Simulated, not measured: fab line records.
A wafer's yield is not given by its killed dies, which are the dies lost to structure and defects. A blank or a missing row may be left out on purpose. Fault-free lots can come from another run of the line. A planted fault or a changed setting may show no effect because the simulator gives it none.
Which tool did it? -- flow nand harc -- Sampling: 13 lots, 39 wafers, 3 of 1302 route steps

WHAT EACH GAUGE READ, for each wafer
NHARC_P_M1_CD_MEAS_09 targets a cd of 130 nm.
lot,measured,on,cd nm (nm)
L757,day 6 08:14,cd sem-01,129.9 130.6 131.0
L758,day 6 08:26,cd sem-02,130.1 130.7 130.4
L759,day 6 21:12,cd sem-02,130.2 130.9 130.8
L761,day 7 19:31,cd sem-01,130.3 130.8 130.7
L762,day 8 06:31,cd sem-01,130.6 129.5 130.6
L763,day 8 18:34,cd sem-03,130.9 130.3 130.3
L764,day 9 00:14,cd sem-03,130.9 131.8 131.7
L766,day 9 21:48,cd sem-02,130.1 129.6 130.3
L768,day 10 16:19,cd sem-01,130.8 131.2 130.8
L769,day 11 03:41,cd sem-01,130.1 130.0 130.2
L777,day 14 14:29,cd sem-02,129.3 128.2 129.8
L779,day 16 03:14,cd sem-03,129.8 130.1 129.7
L780,day 16 03:02,cd sem-02,130.8 131.1 131.1

NHARC_P_M1_CD_MEAS_16.
lot,measured,on,cd nm (nm)
L757,day 6 08:43,cd sem-03,129.3 130.3 129.9
L758,day 6 08:55,cd sem-01,130.5 130.2 129.8
L759,day 6 21:41,cd sem-02,130.5 130.5 130.6
L761,day 7 20:01,cd sem-03,130.1 130.7 129.8
L762,day 8 07:01,cd sem-01,130.4 129.2 130.6
L763,day 8 19:03,cd sem-03,130.4 130.2 130.0
L764,day 9 00:44,cd sem-01,131.4 132.1 132.3
L766,day 9 22:17,cd sem-03,130.0 130.0 130.2
L768,day 10 16:52,cd sem-01,131.6 131.2 131.9
L769,day 11 04:10,cd sem-03,130.5 129.8 130.3
L777,day 14 14:58,cd sem-01,128.7 128.4 129.2
L779,day 16 03:44,cd sem-02,130.0 130.3 130.9
L780,day 16 03:32,cd sem-01,130.3 130.6 131.9

EACH LOT AND THE TOOL THAT RAN IT (in order: tool; ch and the chambers of the sampled wafers; start)
lot,NHARC_P_M0_PRE_CLEAN_31
L757,"pecvd-01 ch 0,1,2, day 6 06:56"
L758,"pecvd-04 ch 0,1,2, day 6 07:08"
L759,"pecvd-03 ch 0,1, day 6 19:54"
L761,"pecvd-03 ch 0,2, day 7 18:13"
L762,"pecvd-03 ch 0,2, day 8 05:11"
L763,"pecvd-01 ch 0,2, day 8 17:22"
L764,"pecvd-01 ch 0,1,2, day 8 23:04"
L766,"pecvd-01 ch 0,1, day 9 20:29"
L768,"pecvd-01 ch 0,1,2, day 10 15:08"
L769,"pecvd-01 ch 0,2, day 11 02:29"
L777,"pecvd-01 ch 0,1,2, day 14 13:17"
L779,"pecvd-03 ch 2, day 16 00:48"
L780,"pecvd-04 ch 0,1, day 16 01:43"
- NHARC_P_M0_PRE_CLEAN_31: time 12 s.

WHAT THE TOOLS THEMSELVES READ (means of the sampled wafers that have a number; where no wafer has one, the mark that the record gives instead)
NHARC_P_M0_PRE_CLEAN_31.
lot,tool,heater power w (W)
L757,pecvd-01,572
L758,pecvd-04,645
L759,pecvd-03,641
L761,pecvd-03,606
L762,pecvd-03,589
L763,pecvd-01,520
L764,pecvd-01,565
L766,pecvd-01,646
L768,pecvd-01,572
L769,pecvd-01,534
L777,pecvd-01,649
L779,pecvd-03,522
L780,pecvd-04,650

THE ANSWER, worked out from the rows above alone
Rule: usual is defined by the lots themselves. Put in order of their means at a reading, lots are off if they are a third of the lots or fewer, leave a main group of 4 or more, and stand apart from it by a gap of 3 or more times the standard deviation of the main group's means; of several such gaps the widest counts. The tables above print the reading to a certain number of digits; a main group whose means all agree to those digits is not used. Also off: a lot with no number at a reading for which 4 or more lots have one. Where the step has rows for the other lots, those lots are counted as sound. After the gauges, taken in route order, come the tools' own readings; for these a lot's mean is taken, as printed above. The first step at which some lot is off is used, and at that step the reading that is off furthest; a lot without a number counts as furthest.
No lot is off at any reading shown: from this, nothing can be told.

WHAT THE SIMULATOR HAD PUT IN
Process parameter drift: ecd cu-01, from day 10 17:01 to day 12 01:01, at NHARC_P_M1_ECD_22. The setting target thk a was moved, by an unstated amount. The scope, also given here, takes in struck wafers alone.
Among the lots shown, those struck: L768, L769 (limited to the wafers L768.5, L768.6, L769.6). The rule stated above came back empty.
